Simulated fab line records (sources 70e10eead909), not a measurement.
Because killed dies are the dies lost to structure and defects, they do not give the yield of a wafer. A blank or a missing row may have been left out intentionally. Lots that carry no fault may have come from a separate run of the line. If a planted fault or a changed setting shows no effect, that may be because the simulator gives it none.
Chamber matching ; flow nand harc ; NHARC_A_STAIRCASE_ETCH_292 on rie diel-12 has 4 sister chambers
The step etches the open film in CF4/CHF3. 14 wafers are shown with their chamber, then 7 later ones without.

## EACH WAFER AND ITS CHAMBER
wafer;chamber;showerhead plenum p Torr (Torr);drypump motor current A (A);rf vpp V (V)
L226.2;1;1.50;5.0;367.0
L226.4;3;1.63;6.0;373.0
L226.6;3;1.63;6.0;372.7
L227.1;2;1.57;5.8;371.3
L227.3;1;1.50;5.0;368.7
L227.6;0;1.57;5.7;369.2
L230.3;2;1.57;5.8;370.6
L230.5;0;1.57;5.7;369.3
L230.6;3;1.63;5.9;372.1
L232.1;3;1.63;5.9;371.7
L232.5;2;1.57;5.8;370.3
L232.6;1;1.50;5.0;368.3
L236.2;1;1.49;5.0;366.9
L236.3;3;1.63;5.9;371.2

SIGNATURES (means of the wafers above)
reading;chamber 0;chamber 1;chamber 2;chamber 3;scatter within a chamber
showerhead plenum p Torr;1.5700;1.4975;1.5700;1.6300;0.00274
drypump motor current A;5.700;5.000;5.800;5.940;0.0346
rf vpp V;369.250;367.725;370.733;372.140;0.718
Rule: a wafer's distance from a chamber is the root of the sum, over the readings, of the square of ((its reading less the chamber's mean) divided by the reading's scatter). The wafer belongs to the nearest chamber; if the next one is less than 2 further off, it can't be placed. How the scatter is found: for the shown wafers, subtract from each reading the mean of its chamber, square and add these, divide the total by (wafers less chambers), then take the root.

## WAFERS MISSING THEIR CHAMBER
wafer;showerhead plenum p Torr (Torr);drypump motor current A (A);rf vpp V (V)
L236.4;1.57;5.8;369.0
L244.1;1.62;5.9;372.4
L244.2;1.56;5.8;369.1
L244.6;1.56;5.7;370.5
L249.2;1.56;5.8;369.7
L249.3;1.62;5.9;372.4
L249.6;1.56;5.7;368.6

## WHICH CHAMBER EACH WENT THROUGH
wafer;from the rows above;in truth
L236.4;can't be placed: 2 or 0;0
L244.1;3;3
L244.2;can't be placed: 2 or 0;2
L244.6;can't be placed: 0 or 2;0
L249.2;can't be placed: 2 or 0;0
L249.3;3;3
L249.6;can't be placed: 0 or 2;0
Placed correctly: 2 of 7. Unplaceable from these rows: 5, with the true chamber sitting among the candidates in 5. Number placed wrongly: 0.
